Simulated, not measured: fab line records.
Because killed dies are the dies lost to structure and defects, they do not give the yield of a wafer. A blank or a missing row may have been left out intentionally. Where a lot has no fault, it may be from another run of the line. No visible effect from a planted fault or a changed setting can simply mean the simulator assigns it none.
Split-lot study	flow n5 finfet	21 wafers read from 7 lots, route of 1938 steps

THE SPLIT
At N5_BEOL_M3_EXPOSE_08 (exposes mask M3), the setting dose mj was moved away from the recipe's 33 on 3 of the 21 wafers read, by +5.2% to +5.9%. This setting was run at the recipe's value on the other wafers.

FROM THE SPLIT TO THE READING: what the file shows between them, 2 steps
- N5_BEOL_M3_PEB_09: peb time 60 s
- N5_BEOL_M3_DEVELOP_10: develop time 30 s

THE READING
cd nm (nm) at N5_BEOL_M3_CD_MEAS_11, where the cd target is 17.05 nm. A value of 17.03 nm with a standard deviation of 0.24 nm is what fault-free wafers of this fab line usually give.

wafer	tool, chamber at the split	dose mj as run	against the recipe	cd nm, nm	against lot-mates on the recipe
L074.2	euv scanner-02, 0	33	recipe	16.98	-
L074.4	euv scanner-02, 0	33	recipe	17.11	-
L074.6	euv scanner-02, 0	33	recipe	16.85	-
L075.2	euv scanner-02, 0	33	recipe	17.20	-
L075.4	euv scanner-02, 0	33	recipe	17.03	-
L075.6	euv scanner-02, 0	33	recipe	17.05	-
L082.3	euv scanner-01, 0	33	recipe	17.50	-
L082.4	euv scanner-01, 0	34.96	+5.9%	18.57	+1.07
L082.6	euv scanner-01, 0	34.96	+5.9%	18.45	+0.95
L084.3	euv scanner-02, 0	33	recipe	17.17	-
L084.4	euv scanner-02, 0	33	recipe	16.85	-
L084.6	euv scanner-02, 0	33	recipe	17.03	-
L086.1	euv scanner-02, 0	33	recipe	16.96	-
L086.2	euv scanner-02, 0	33	recipe	17.05	-
L086.6	euv scanner-02, 0	33	recipe	16.93	-
L095.1	euv scanner-02, 0	33	recipe	17.13	-
L095.4	euv scanner-02, 0	33	recipe	17.28	-
L095.6	euv scanner-02, 0	33	recipe	17.27	-
L093.1	euv scanner-01, 0	33	recipe	17.00	-
L093.2	euv scanner-01, 0	34.73	+5.2%	18.16	+1.19
L093.4	euv scanner-01, 0	33	recipe	16.94	-

FIT RESULTS
A straight line over all 21 wafers: cd nm changes by +0.232 nm for each +1% of dose mj; r = +0.95; the points scatter about the line by 0.16 nm.
The same after taking each lot's own level away (the mean of its wafers on the recipe; 21 wafers): +0.186 nm for each +1%; r = +0.97; scatter 0.1 nm.
The reading moves by 1.1 nm for the largest change in dose mj, on that fit.
From 16.970 to 17.500 nm: that is the span of the lots' own levels, equal to 2.2 times the standard deviation above.
Thus the slope moves with the lot-to-lot level: the two fits are different.
Check: with one of the wafers moved furthest among these (+5.9%) left out of the fit, the line predicts +1.12 nm for it against its lot-mates. Against them it came out at +1.07 nm.

THE WHOLE CHAIN: every reading that the file lists as answering this split, in the file's order
step	what it does	reading	change (the file's fit)	r (the file's)
N5_BEOL_M3_CD_MEAS_11	target cd 17.05 nm	cd nm	+0.195 nm for each +1% of the setting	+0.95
N5_BEOL_M3_ETCH_74	etches underlayer in N2/H2, target depth 6.5 nm, time 5.2 s	BEOL_M3.cd offset nm (the simulator's own value, which no gauge read)	+0.17 nm for each +1% of the setting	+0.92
N5_BEOL_M3_ETCH_64	etches SOC in N2/H2, target depth 75 nm, overetch 15 nm, time 112.5 s	BEOL_M3.cd offset nm (the simulator's own value, which no gauge read)	+0.204 nm for each +1% of the setting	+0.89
N5_BEOL_M3_HM_OPEN_17	chemistry Cl2/BCl3, target TiN, target depth 20 nm, overetch 6 nm	BEOL_M3.cd offset nm (the simulator's own value, which no gauge read)	+0.179 nm for each +1% of the setting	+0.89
N5_PASSIVATION_PROBE_49		defect limited yield	-11.2 for each +1% of the setting, in a fit together with none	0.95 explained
N5_PASSIVATION_PROBE_49		killed dies	+133 for each +1% of the setting, in a fit together with none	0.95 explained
N5_PASSIVATION_PROBE_49		sort yield pct	-11.2 % for each +1% of the setting, in a fit together with none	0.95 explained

FILE'S OWN FIT
cd nm changes by +0.195 nm for each +1% of dose mj, r = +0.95.
